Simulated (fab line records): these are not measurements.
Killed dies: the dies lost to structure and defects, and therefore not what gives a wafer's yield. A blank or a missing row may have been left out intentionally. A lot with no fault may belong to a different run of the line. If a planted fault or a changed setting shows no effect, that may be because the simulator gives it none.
Matching of chambers :: flow n5Finfet :: cmp-02 running N5_BEOL_M8_CMP_52: 4 sister chambers
The step polishes, stops on SiCOH lowk, t overpolish 6.9 s, target thk 80 nm. 4 wafers are shown with their chamber, then 8 later ones without.

== WAFERS PAIRED WITH THEIR CHAMBERS ==
wafer: L081.3
chamber: 0
motorCurrentA (A): 7.0

wafer: L082.1
chamber: 1
motorCurrentA (A): 6.4

wafer: L085.6
chamber: 2
motorCurrentA (A): 6.9

wafer: L086.1
chamber: 3
motorCurrentA (A): 6.2

== WAFERS WHOSE CHAMBER IS MISSING ==
wafer: L086.2
motorCurrentA (A): 7.1

wafer: L086.4
motorCurrentA (A): 6.4

wafer: L097.1
motorCurrentA (A): 7.0

wafer: L097.2
motorCurrentA (A): 6.3

wafer: L097.3
motorCurrentA (A): 6.2

wafer: L095.3
motorCurrentA (A): 6.3

wafer: L095.5
motorCurrentA (A): 6.4

wafer: L095.6
motorCurrentA (A): 7.2

== THE CHAMBER EACH PASSED THROUGH ==
wafer: L086.2
from the rows above: can't be placed: 0 or 2
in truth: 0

wafer: L086.4
from the rows above: 1
in truth: 1

wafer: L097.1
from the rows above: can't be placed: 0 or 2
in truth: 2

wafer: L097.2
from the rows above: can't be placed: 3 or 1
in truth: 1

wafer: L097.3
from the rows above: 3
in truth: 3

wafer: L095.3
from the rows above: can't be placed: 3 or 1
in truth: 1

wafer: L095.5
from the rows above: 1
in truth: 1

wafer: L095.6
from the rows above: can't be placed: 0 or 2
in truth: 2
Correctly placed: 3 of 8. From these rows, 5 cannot be placed; in 5 the true chamber is one of the candidates. Placed wrongly: 0.
How it was worked out, from the rows above alone: a wafer's distance from a chamber is the root of the sum, over the readings, of the square of ((its reading less the chamber's mean) divided by the reading's scatter). If the next closest chamber is less than 2 further off than the closest, the wafer can't be placed; otherwise it belongs to the closest. The mean given for a chamber averages the wafers shown for that chamber. The scatter: with one shown wafer a chamber, the root of the mean of the squares of how far each hidden wafer lies from its nearest shown one.
